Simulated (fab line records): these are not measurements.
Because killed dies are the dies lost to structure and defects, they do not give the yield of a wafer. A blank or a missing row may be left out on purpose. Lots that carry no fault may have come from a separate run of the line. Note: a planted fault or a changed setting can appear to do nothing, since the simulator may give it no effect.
Chamber matching | flow n5-finfet | 4 sister chambers for N5_MOL_CONTACT_COAG_ALD_133 on ald-sin-02
The step deposits SiO2, target thk 5 nm, pulse time 1 s, co reactant pulse time 1 s. 4 wafers are shown with their chamber, then 7 later ones without.

== WAFERS PAIRED WITH THEIR CHAMBERS ==
wafer  | chamber | heater-power-outer-w (W)
L083.3 | 3       | 41
L083.4 | 0       | 40
L088.1 | 2       | 35
L088.3 | 1       | 48

== WAFERS MISSING THEIR CHAMBER ==
wafer  | heater-power-outer-w (W)
L088.6 | 39
L090.2 | 47
L090.4 | 40
L090.6 | 39
L093.2 | 48
L093.4 | 39
L093.5 | 35

== CHAMBER TAKEN BY EACH ==
wafer  | from the rows above     | in truth
L088.6 | can't be placed: 0 or 3 | 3
L090.2 | 1                       | 1
L090.4 | can't be placed: 0 or 3 | 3
L090.6 | can't be placed: 0 or 3 | 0
L093.2 | 1                       | 1
L093.4 | can't be placed: 0 or 3 | 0
L093.5 | 2                       | 2
3 of 7 placed correctly. These rows do not allow placing 4 (true chamber among the candidates in 4). Number placed wrongly: 0.
How it was worked out, from the rows above alone: a wafer's distance from a chamber is the root of the sum, over the readings, of the square of ((its reading less the chamber's mean) divided by the reading's scatter). If the next closest chamber is less than 2 further off than the closest, the wafer can't be placed; otherwise it belongs to the closest. A chamber's mean is the mean of its shown wafers. The scatter: root of mean squared gap, hidden wafer to nearest shown wafer, with one shown wafer a chamber.
